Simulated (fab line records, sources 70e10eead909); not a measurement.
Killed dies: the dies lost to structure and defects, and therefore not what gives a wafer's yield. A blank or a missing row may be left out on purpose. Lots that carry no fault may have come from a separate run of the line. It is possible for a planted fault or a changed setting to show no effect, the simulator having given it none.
Which of the tools did it? || flow nand harc || 36 wafers from 12 lots sampled at 5 of the route's 1302 steps

== WHAT EACH GAUGE READ, for each wafer ==
NHARC_A_WL_FILL_INSPECT_15. Usual: raw defect count reads 458 (standard deviation 100).
{"lot": "L874", "measured": "day 21 16:14", "on": "defect inspect-02", "raw defect count": "345 317 346", "flag": ""}
{"lot": "L873", "measured": "day 21 16:31", "on": "defect inspect-02", "raw defect count": "386 334 445", "flag": ""}
{"lot": "L875", "measured": "day 22 06:30", "on": "defect inspect-02", "raw defect count": "495 485 436", "flag": ""}
{"lot": "L876", "measured": "day 22 22:05", "on": "defect inspect-01", "raw defect count": "420 381 355", "flag": ""}
{"lot": "L878", "measured": "day 23 17:14", "on": "defect inspect-01", "raw defect count": "448 485 600", "flag": ""}
{"lot": "L879", "measured": "day 24 19:22", "on": "defect inspect-02", "raw defect count": "397 485 429", "flag": ""}
{"lot": "L883", "measured": "day 25 12:49", "on": "defect inspect-02", "raw defect count": "449 421 369", "flag": ""}
{"lot": "L890", "measured": "day 27 08:28", "on": "defect inspect-02", "raw defect count": "452 339 424", "flag": ""}
{"lot": "L893", "measured": "day 29 11:34", "on": "defect inspect-01", "raw defect count": "647 484 602", "flag": ""}
{"lot": "L894", "measured": "day 29 11:34", "on": "defect inspect-02", "raw defect count": "448 350 420", "flag": ""}
{"lot": "L895", "measured": "day 29 23:24", "on": "defect inspect-01", "raw defect count": "404 362 528", "flag": ""}
{"lot": "L896", "measured": "day 30 16:41", "on": "defect inspect-01", "raw defect count": "494 785 371", "flag": ""}

NHARC_END_SORT_01. Usual: killed at array 57, standard deviation 18; killed at other 0.9, standard deviation 1.3; killed at periphery 3.5, standard deviation 2.2; killed dies 62, standard deviation 18; killed open 3.0, standard deviation 1.7; killed short 2.3, standard deviation 1.5.
{"lot": "L893", "measured": "day 32 21:43", "on": "prober-02", "killed at array": "46 41 46", "killed at other": "0 0 0", "killed at periphery": "6 2 5", "killed dies": "52 43 51", "killed open": "1 1 2", "killed short": "3 3 1", "flag": ""}

== WHAT TOOL EACH LOT RAN ON (gives the tool, then ch and the chambers of the sampled wafers, and finally the start) ==
{"lot": "L874", "NHARC_A_SLIT_STRIP_18": "rie diel-06 ch 1,2,3, day 21 10:43 or earlier", "NHARC_A_WL_FILL_ETCHBACK_17": "rie metal-03 ch 0,1, day 21 10:43", "NHARC_A_WL_FILL_ETCHBACK_26": "rie si-04 ch 0,1,2, day 21 15:01"}
{"lot": "L873", "NHARC_A_SLIT_STRIP_18": "rie diel-06 ch 1,2, day 21 09:29 or earlier", "NHARC_A_WL_FILL_ETCHBACK_17": "rie metal-01 ch 0,1, day 21 09:29", "NHARC_A_WL_FILL_ETCHBACK_26": "rie si-01 ch 0,2,3, day 21 15:01"}
{"lot": "L875", "NHARC_A_SLIT_STRIP_18": "rie diel-06 ch 0,1,2, day 22 00:08 or earlier", "NHARC_A_WL_FILL_ETCHBACK_17": "rie metal-02 ch 0, day 22 00:08", "NHARC_A_WL_FILL_ETCHBACK_26": "rie si-06 ch 0,1,3, day 22 05:23"}
{"lot": "L876", "NHARC_A_SLIT_STRIP_18": "rie diel-06 ch 0,1, day 22 15:50 or earlier", "NHARC_A_WL_FILL_ETCHBACK_17": "rie metal-01 ch 0, day 22 15:50", "NHARC_A_WL_FILL_ETCHBACK_26": "rie si-01 ch 1,2, day 22 20:59"}
{"lot": "L878", "NHARC_A_SLIT_STRIP_18": "rie diel-06 ch 0,1,3, day 23 10:56 or earlier", "NHARC_A_WL_FILL_ETCHBACK_17": "rie metal-03 ch 0,1, day 23 10:56", "NHARC_A_WL_FILL_ETCHBACK_26": "rie si-01 ch 1,2,3, day 23 16:07"}
{"lot": "L879", "NHARC_A_SLIT_STRIP_18": "rie diel-03 ch 0,2,3, day 24 10:24 or earlier", "NHARC_A_WL_FILL_ETCHBACK_17": "rie metal-01 ch 0,1, day 24 10:24", "NHARC_A_WL_FILL_ETCHBACK_26": "rie si-01 ch 0,1,3, day 24 18:15"}
{"lot": "L883", "NHARC_A_SLIT_STRIP_18": "rie diel-06 ch 0,1,3, day 25 06:35 or earlier", "NHARC_A_WL_FILL_ETCHBACK_17": "rie metal-02 ch 0,1, day 25 06:35", "NHARC_A_WL_FILL_ETCHBACK_26": "rie si-01 ch 0,2,3, day 25 11:42"}
{"lot": "L890", "NHARC_A_SLIT_STRIP_18": "rie diel-06 ch 0,3, day 27 02:07 or earlier", "NHARC_A_WL_FILL_ETCHBACK_17": "rie metal-02 ch 1, day 27 02:07", "NHARC_A_WL_FILL_ETCHBACK_26": "rie si-06 ch 1,2, day 27 07:20"}
{"lot": "L893", "NHARC_A_SLIT_STRIP_18": "rie diel-06 ch 2,3, day 29 05:29 or earlier", "NHARC_A_WL_FILL_ETCHBACK_17": "rie metal-02 ch 0,1, day 29 05:29", "NHARC_A_WL_FILL_ETCHBACK_26": "rie si-01 ch 0,2,3, day 29 10:28"}
{"lot": "L894", "NHARC_A_SLIT_STRIP_18": "rie diel-06 ch 0,1,3, day 29 05:18 or earlier", "NHARC_A_WL_FILL_ETCHBACK_17": "rie metal-01 ch 0,1, day 29 05:18", "NHARC_A_WL_FILL_ETCHBACK_26": "rie si-04 ch 2,3, day 29 10:28"}
{"lot": "L895", "NHARC_A_SLIT_STRIP_18": "rie diel-10 ch 0,2, day 29 17:01 or earlier", "NHARC_A_WL_FILL_ETCHBACK_17": "rie metal-01 ch 0,1, day 29 17:01", "NHARC_A_WL_FILL_ETCHBACK_26": "rie si-04 ch 0,1,3, day 29 22:17"}
{"lot": "L896", "NHARC_A_SLIT_STRIP_18": "rie diel-06 ch 0,1,2, day 30 10:22 or earlier", "NHARC_A_WL_FILL_ETCHBACK_17": "rie metal-03 ch 0,1, day 30 10:22", "NHARC_A_WL_FILL_ETCHBACK_26": "rie si-01 ch 0,1,2, day 30 15:35"}
- NHARC_A_SLIT_STRIP_18: strips in O2.
- NHARC_A_WL_FILL_ETCHBACK_17: etches the open film in Cl2/BCl3, target depth 4 nm, time 26.7 s.
- NHARC_A_WL_FILL_ETCHBACK_26: etches the open film in HBr, target depth 52 nm, time 13.3 s.

== WHAT THE TOOLS THEMSELVES READ (means of the sampled wafers that have a number; where no wafer has one, the mark that the record gives instead) ==
NHARC_A_SLIT_STRIP_18. Usual: drypump motor current A 5.8 A, standard deviation 0.43; oes product au 1.003 a.u., standard deviation 0.01; rf vpp V 57.8 V, standard deviation 0.83; showerhead plenum p Torr 3.52 Torr, standard deviation 0.14; throttle valve pct 17.037 %, standard deviation 0.0087.
{"lot": "L874", "tool": "rie diel-06", "drypump motor current A (A)": 6.1, "oes product au (a.u.)": 1.002, "rf vpp V (V)": 58.1, "showerhead plenum p Torr (Torr)": 3.45, "throttle valve pct (%)": 17.040, "flag": ""}
{"lot": "L873", "tool": "rie diel-06", "drypump motor current A (A)": 6.2, "oes product au (a.u.)": 1.002, "rf vpp V (V)": 57.5, "showerhead plenum p Torr (Torr)": 3.52, "throttle valve pct (%)": 17.032, "flag": ""}
{"lot": "L875", "tool": "rie diel-06", "drypump motor current A (A)": 5.9, "oes product au (a.u.)": 0.994, "rf vpp V (V)": 58.1, "showerhead plenum p Torr (Torr)": 3.47, "throttle valve pct (%)": 17.034, "flag": ""}
{"lot": "L876", "tool": "rie diel-06", "drypump motor current A (A)": 6.0, "oes product au (a.u.)": 1.003, "rf vpp V (V)": 58.0, "showerhead plenum p Torr (Torr)": 3.57, "throttle valve pct (%)": 17.043, "flag": ""}
{"lot": "L878", "tool": "rie diel-06", "drypump motor current A (A)": 5.8, "oes product au (a.u.)": 1.007, "rf vpp V (V)": 57.4, "showerhead plenum p Torr (Torr)": 3.49, "throttle valve pct (%)": 17.038, "flag": ""}
{"lot": "L879", "tool": "rie diel-03", "drypump motor current A (A)": 4.8, "oes product au (a.u.)": 1.001, "rf vpp V (V)": 57.3, "showerhead plenum p Torr (Torr)": 3.72, "throttle valve pct (%)": 17.036, "flag": ""}
{"lot": "L883", "tool": "rie diel-06", "drypump motor current A (A)": 5.8, "oes product au (a.u.)": 1.003, "rf vpp V (V)": 57.9, "showerhead plenum p Torr (Torr)": 3.49, "throttle valve pct (%)": 17.041, "flag": ""}
{"lot": "L890", "tool": "rie diel-06", "drypump motor current A (A)": 5.7, "oes product au (a.u.)": 1.004, "rf vpp V (V)": 56.9, "showerhead plenum p Torr (Torr)": 3.42, "throttle valve pct (%)": 17.034, "flag": ""}
{"lot": "L893", "tool": "rie diel-06", "drypump motor current A (A)": 6.0, "oes product au (a.u.)": 1.014, "rf vpp V (V)": 57.4, "showerhead plenum p Torr (Torr)": 3.35, "throttle valve pct (%)": 17.047, "flag": ""}
{"lot": "L894", "tool": "rie diel-06", "drypump motor current A (A)": 5.8, "oes product au (a.u.)": 1.009, "rf vpp V (V)": 58.0, "showerhead plenum p Torr (Torr)": 3.49, "throttle valve pct (%)": 17.038, "flag": ""}
{"lot": "L895", "tool": "rie diel-10", "drypump motor current A (A)": 5.9, "oes product au (a.u.)": 1.013, "rf vpp V (V)": 58.1, "showerhead plenum p Torr (Torr)": 3.61, "throttle valve pct (%)": 17.039, "flag": ""}
{"lot": "L896", "tool": "rie diel-06", "drypump motor current A (A)": 5.9, "oes product au (a.u.)": 0.998, "rf vpp V (V)": 57.5, "showerhead plenum p Torr (Torr)": 3.46, "throttle valve pct (%)": 17.042, "flag": ""}

NHARC_A_WL_FILL_ETCHBACK_17. Usual: drypump motor current A 5.7 A, standard deviation 0.66; oes product au 1.000 a.u., standard deviation 0.01; run length s 48.0 s, standard deviation 0.3.
{"lot": "L874", "tool": "rie metal-03", "drypump motor current A (A)": 6.1, "oes product au (a.u.)": 0.998, "run length s (s)": 48.5, "flag": ""}
{"lot": "L873", "tool": "rie metal-01", "drypump motor current A (A)": 5.0, "oes product au (a.u.)": 0.998, "run length s (s)": 47.9, "flag": ""}
{"lot": "L875", "tool": "rie metal-02", "drypump motor current A (A)": 5.5, "oes product au (a.u.)": 0.986, "run length s (s)": 48.1, "flag": ""}
{"lot": "L876", "tool": "rie metal-01", "drypump motor current A (A)": 4.8, "oes product au (a.u.)": 0.997, "run length s (s)": 48.4, "flag": ""}
{"lot": "L878", "tool": "rie metal-03", "drypump motor current A (A)": 6.4, "oes product au (a.u.)": 1.000, "run length s (s)": 48.3, "flag": ""}
{"lot": "L879", "tool": "rie metal-01", "drypump motor current A (A)": 5.0, "oes product au (a.u.)": 0.995, "run length s (s)": 47.8, "flag": ""}
{"lot": "L883", "tool": "rie metal-02", "drypump motor current A (A)": 5.8, "oes product au (a.u.)": 0.997, "run length s (s)": 47.7, "flag": ""}
{"lot": "L890", "tool": "rie metal-02", "drypump motor current A (A)": 6.5, "oes product au (a.u.)": 0.998, "run length s (s)": 47.7, "flag": ""}
{"lot": "L893", "tool": "rie metal-02", "drypump motor current A (A)": 5.8, "oes product au (a.u.)": 1.007, "run length s (s)": 48.0, "flag": ""}
{"lot": "L894", "tool": "rie metal-01", "drypump motor current A (A)": 5.0, "oes product au (a.u.)": 1.008, "run length s (s)": 47.8, "flag": ""}
{"lot": "L895", "tool": "rie metal-01", "drypump motor current A (A)": 5.2, "oes product au (a.u.)": 1.011, "run length s (s)": 47.9, "flag": ""}
{"lot": "L896", "tool": "rie metal-03", "drypump motor current A (A)": 6.4, "oes product au (a.u.)": 0.991, "run length s (s)": 48.3, "flag": ""}

NHARC_A_WL_FILL_ETCHBACK_26. Usual: drypump motor current A 5.7 A, standard deviation 0.35; oes product au 0.997 a.u., standard deviation 0.01; run length s 34.5 s, standard deviation 0.33; throttle valve pct 23.266 %, standard deviation 0.0091.
{"lot": "L874", "tool": "rie si-04", "drypump motor current A (A)": 5.9, "oes product au (a.u.)": 0.998, "run length s (s)": 34.2, "throttle valve pct (%)": 23.270, "flag": ""}
{"lot": "L873", "tool": "rie si-01", "drypump motor current A (A)": 5.6, "oes product au (a.u.)": 0.997, "run length s (s)": 34.4, "throttle valve pct (%)": 23.273, "flag": ""}
{"lot": "L875", "tool": "rie si-06", "drypump motor current A (A)": 6.2, "oes product au (a.u.)": 1.005, "run length s (s)": 34.8, "throttle valve pct (%)": 23.258, "flag": ""}
{"lot": "L876", "tool": "rie si-01", "drypump motor current A (A)": 5.3, "oes product au (a.u.)": 1.007, "run length s (s)": 34.7, "throttle valve pct (%)": 23.276, "flag": ""}
{"lot": "L878", "tool": "rie si-01", "drypump motor current A (A)": 5.4, "oes product au (a.u.)": 1.005, "run length s (s)": 34.5, "throttle valve pct (%)": 23.274, "flag": ""}
{"lot": "L879", "tool": "rie si-01", "drypump motor current A (A)": 5.4, "oes product au (a.u.)": 0.996, "run length s (s)": 34.6, "throttle valve pct (%)": 23.268, "flag": ""}
{"lot": "L883", "tool": "rie si-01", "drypump motor current A (A)": 5.6, "oes product au (a.u.)": 1.005, "run length s (s)": 33.5, "throttle valve pct (%)": 23.273, "flag": "OFF"}
{"lot": "L890", "tool": "rie si-06", "drypump motor current A (A)": 6.2, "oes product au (a.u.)": 0.997, "run length s (s)": 35.1, "throttle valve pct (%)": 23.271, "flag": ""}
{"lot": "L893", "tool": "rie si-01", "drypump motor current A (A)": 5.6, "oes product au (a.u.)": 1.006, "run length s (s)": 34.5, "throttle valve pct (%)": 23.266, "flag": ""}
{"lot": "L894", "tool": "rie si-04", "drypump motor current A (A)": 6.0, "oes product au (a.u.)": 0.985, "run length s (s)": 34.3, "throttle valve pct (%)": 23.262, "flag": ""}
{"lot": "L895", "tool": "rie si-04", "drypump motor current A (A)": 5.9, "oes product au (a.u.)": 0.989, "run length s (s)": 34.3, "throttle valve pct (%)": 23.261, "flag": ""}
{"lot": "L896", "tool": "rie si-01", "drypump motor current A (A)": 5.5, "oes product au (a.u.)": 1.007, "run length s (s)": 34.5, "throttle valve pct (%)": 23.270, "flag": ""}

== THE ANSWER, worked out from the rows above alone ==
Rule: a lot counts as off when the mean over its wafers that have a number is more than 3 standard deviations away from the usual mean. Also off: a lot with no number at a reading for which 4 or more lots have one. All remaining lots with rows at the step are treated as sound. The gauges are gone through in route order, then the tools' own readings, and for those a lot's mean is taken as printed above. At the first step where some lot is off, the reading lying furthest off is the one used; lots without a number count as furthest.
Off, at NHARC_A_WL_FILL_ETCHBACK_26 on run length s: L883.
If a tool, at that step or one of the process steps before it, ran each lot that is off and ran no sound lot following the first of them, it fits. With no start given for some of its lots, NHARC_A_SLIT_STRIP_18 uses the hours and lot order of NHARC_A_WL_FILL_ETCHBACK_17. No candidate that was tried fits.

== WHAT THE SIMULATOR HAD PUT IN ==
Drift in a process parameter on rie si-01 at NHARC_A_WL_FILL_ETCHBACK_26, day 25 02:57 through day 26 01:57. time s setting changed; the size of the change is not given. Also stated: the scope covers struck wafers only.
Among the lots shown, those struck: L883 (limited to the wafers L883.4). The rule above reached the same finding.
